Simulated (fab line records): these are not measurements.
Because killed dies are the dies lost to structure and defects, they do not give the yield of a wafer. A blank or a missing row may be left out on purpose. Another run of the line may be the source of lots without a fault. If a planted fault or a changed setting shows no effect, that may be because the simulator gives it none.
Matching of chambers || flow n5_finfet || N5_DUMMY_GATE_ETCH_23 on rie_si-04 has 4 sister chambers
The step etches poly-Si in HBr/Cl2/O2, target depth 41 nm, time 22.3 s. 16 wafers are shown with their chamber, then 8 later ones without.

== WAFERS PAIRED WITH THEIR CHAMBERS ==
{"wafer": "L075.2", "chamber": 2, "drypump_motor_current_A (A)": 5.9, "oes_product_au (a.u.)": 0.996}
{"wafer": "L075.3", "chamber": 3, "drypump_motor_current_A (A)": 6.0, "oes_product_au (a.u.)": 1.008}
{"wafer": "L075.5", "chamber": 2, "drypump_motor_current_A (A)": 5.9, "oes_product_au (a.u.)": 1.008}
{"wafer": "L076.1", "chamber": 0, "drypump_motor_current_A (A)": 5.8, "oes_product_au (a.u.)": 0.986}
{"wafer": "L076.2", "chamber": 2, "drypump_motor_current_A (A)": 5.9, "oes_product_au (a.u.)": 0.998}
{"wafer": "L076.3", "chamber": 3, "drypump_motor_current_A (A)": 5.9, "oes_product_au (a.u.)": 1.001}
{"wafer": "L076.4", "chamber": 1, "drypump_motor_current_A (A)": 6.5, "oes_product_au (a.u.)": 0.990}
{"wafer": "L076.5", "chamber": 3, "drypump_motor_current_A (A)": 5.9, "oes_product_au (a.u.)": 1.004}
{"wafer": "L076.6", "chamber": 0, "drypump_motor_current_A (A)": 5.8, "oes_product_au (a.u.)": 0.972}
{"wafer": "L079.2", "chamber": 2, "drypump_motor_current_A (A)": 5.9, "oes_product_au (a.u.)": 0.992}
{"wafer": "L079.3", "chamber": 1, "drypump_motor_current_A (A)": 6.5, "oes_product_au (a.u.)": 0.997}
{"wafer": "L079.4", "chamber": 0, "drypump_motor_current_A (A)": 5.8, "oes_product_au (a.u.)": 0.975}
{"wafer": "L081.2", "chamber": 3, "drypump_motor_current_A (A)": 5.9, "oes_product_au (a.u.)": 0.998}
{"wafer": "L081.5", "chamber": 0, "drypump_motor_current_A (A)": 5.8, "oes_product_au (a.u.)": 0.965}
{"wafer": "L081.6", "chamber": 3, "drypump_motor_current_A (A)": 6.0, "oes_product_au (a.u.)": 1.004}
{"wafer": "L087.1", "chamber": 2, "drypump_motor_current_A (A)": 5.9, "oes_product_au (a.u.)": 0.989}

SIGNATURES, as means of the wafers listed above
{"reading": "drypump_motor_current_A", "chamber 0": 5.800, "chamber 1": 6.500, "chamber 2": 5.900, "chamber 3": 5.940, "scatter within a chamber": 0.0316}
{"reading": "oes_product_au", "chamber 0": 0.97450, "chamber 1": 0.99350, "chamber 2": 0.99660, "chamber 3": 1.00300, "scatter within a chamber": 0.00659}
Rule: a wafer's distance from a chamber is the root of the sum, over the readings, of the square of ((its reading less the chamber's mean) divided by the reading's scatter). The wafer belongs to the nearest chamber; if the next one is less than 2 further off, it can't be placed. The scatter: the root of (the sum of the squares of (reading less its chamber's mean) over the shown wafers, divided by (wafers less chambers)).

== WAFERS WITHOUT THEIR CHAMBER ==
{"wafer": "L087.2", "drypump_motor_current_A (A)": 5.8, "oes_product_au (a.u.)": 0.963}
{"wafer": "L087.3", "drypump_motor_current_A (A)": 6.5, "oes_product_au (a.u.)": 0.988}
{"wafer": "L087.4", "drypump_motor_current_A (A)": 6.0, "oes_product_au (a.u.)": 0.988}
{"wafer": "L087.5", "drypump_motor_current_A (A)": 6.5, "oes_product_au (a.u.)": 0.992}
{"wafer": "L087.6", "drypump_motor_current_A (A)": 5.9, "oes_product_au (a.u.)": 0.990}
{"wafer": "L096.3", "drypump_motor_current_A (A)": 6.5, "oes_product_au (a.u.)": 0.980}
{"wafer": "L096.4", "drypump_motor_current_A (A)": 5.9, "oes_product_au (a.u.)": 0.987}
{"wafer": "L096.6", "drypump_motor_current_A (A)": 5.8, "oes_product_au (a.u.)": 0.969}

== THE CHAMBER EACH PASSED THROUGH ==
{"wafer": "L087.2", "from the rows above": 0, "in truth": 0}
{"wafer": "L087.3", "from the rows above": 1, "in truth": 1}
{"wafer": "L087.4", "from the rows above": "can't be placed: 3 or 2", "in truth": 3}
{"wafer": "L087.5", "from the rows above": 1, "in truth": 1}
{"wafer": "L087.6", "from the rows above": "can't be placed: 2 or 3", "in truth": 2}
{"wafer": "L096.3", "from the rows above": 1, "in truth": 1}
{"wafer": "L096.4", "from the rows above": "can't be placed: 2 or 3", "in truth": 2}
{"wafer": "L096.6", "from the rows above": 0, "in truth": 0}
Placed correctly: 5 of 8. Can't be placed from these rows: 3 (the true chamber is among the candidates in 3). 0 placed wrongly.
